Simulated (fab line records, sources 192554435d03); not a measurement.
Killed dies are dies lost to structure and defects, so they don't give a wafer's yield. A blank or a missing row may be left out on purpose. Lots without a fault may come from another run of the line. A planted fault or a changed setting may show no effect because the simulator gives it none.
A struck lot beside a sound one | flow n5_finfet | 14 steps out of a route of 1938
Sound: wafers L951.2, L951.3, L951.5. Struck: wafers L958.1, L958.4, L958.5. The cause comes at the end.
At each step with rows: each side's tool, then ch and its chambers, then its first start. Under that, the readings that differ: sound wafers | struck wafers | difference of the means | sigmas: that difference in standard deviations of wafers without a fault.
alike: readings whose means differ by less than 2 such deviations, and words and numbers that are the same on both sides. not compared: withheld readings, readings that some wafer has no value for, bounds like >300 that may hide the same value, and numbers for which the record gives no deviation and whose values overlap.
The two part at a step that has a row with sigmas, a row that says differs or no value, or rows on one side only. Numbers that don't overlap but have no deviation are shown without sigmas and don't part them. A reading that every wafer of one side lacks parts them only if that side has two wafers or more.

first, 4 steps without rows for these wafers: N5_SD_EPI_N_WET_ETCH_43 (etches SiO2 in dHF, time 14 s, target depth 1.5 nm); N5_SD_EPI_N_STRIP_18 (strips in SPM, time 750 s); N5_SD_EPI_N_SRD_20 (time 30 s); N5_SD_EPI_N_PRECLEAN_48 (cleans in NF3:NH3, afs cycles 2, time 20 s, sublimation time 60 s).
N5_SD_EPI_N_VAPOR_ETCH_50: etches Si in HCl, time 54 s.
  sound on epi_rpcvd-02 ch 0, day 3 07:15; struck on epi_rpcvd-04 ch 0, day 5 05:01
  alike: chamber_pressure_Torr, lamp_inner_pct, throttle_valve_pct
then, 1 step without rows for these wafers: N5_SD_EPI_N_EPI_21 (deposits Si:P, time 690 s).
N5_SD_EPI_N_EPI_MEAS_23:
  sound on film_metro-02, day 3 09:08; struck on film_metro-02, day 5 06:55
  alike: thk_nm
then, 3 steps without rows for these wafers: N5_SD_EPI_N_PRECLEAN_24 (cleans in O3/DIW, time 60 s); N5_SD_EPI_N_SRD_25 (time 30 s); N5_SD_EPI_N_PRECLEAN_49 (cleans in NF3:NH3, afs cycles 1, time 20 s, sublimation time 60 s).
N5_SD_EPI_N_LINER_46: material SiNx, target thk 3 nm.
  sound on ald_sin-04 ch 2,3, day 3 09:31; struck on ald_sin-02 ch 0,2,3, day 5 07:18
  alike: chamber_pressure_Torr, heater_power_outer_w, heater_power_w
N5_SD_EPI_N_INSPECT_26: inspects for defects (darkfield).
  sound on defect_inspect-01, day 3 09:46; struck on defect_inspect-01, day 5 07:33
  alike: raw_defect_count
N5_SD_EPI_P_COAT_34: time 60 s, resist thk 350 nm.
  sound on litho_track-02 ch 0, day 3 09:48; struck on litho_track-02 ch 0, day 5 07:35
  reading                                   | sound                | struck               | difference | sigmas
  spin_speed_rpm (rpm)                      | 1500.4 1499.0 1501.3 | 1639.9 1640.6 1638.3 | +139.4     | +99 or more
  model.SOC_of_SD_EPI_P_COAT_34.thk_nm (nm) | 348.6 349.6 349.6    | 335.8 335.6 335.8    | -13.5      |
then, 1 step without rows for these wafers: N5_SD_EPI_P_COAT_35 (time 60 s, resist thk 35 nm).

WHERE THEY PART
Only at N5_SD_EPI_P_COAT_34, within this record.

WHY: what the simulator had put in
Process parameter drift: litho_track-02, from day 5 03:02 on, at N5_SD_EPI_P_COAT_34. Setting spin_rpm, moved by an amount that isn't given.
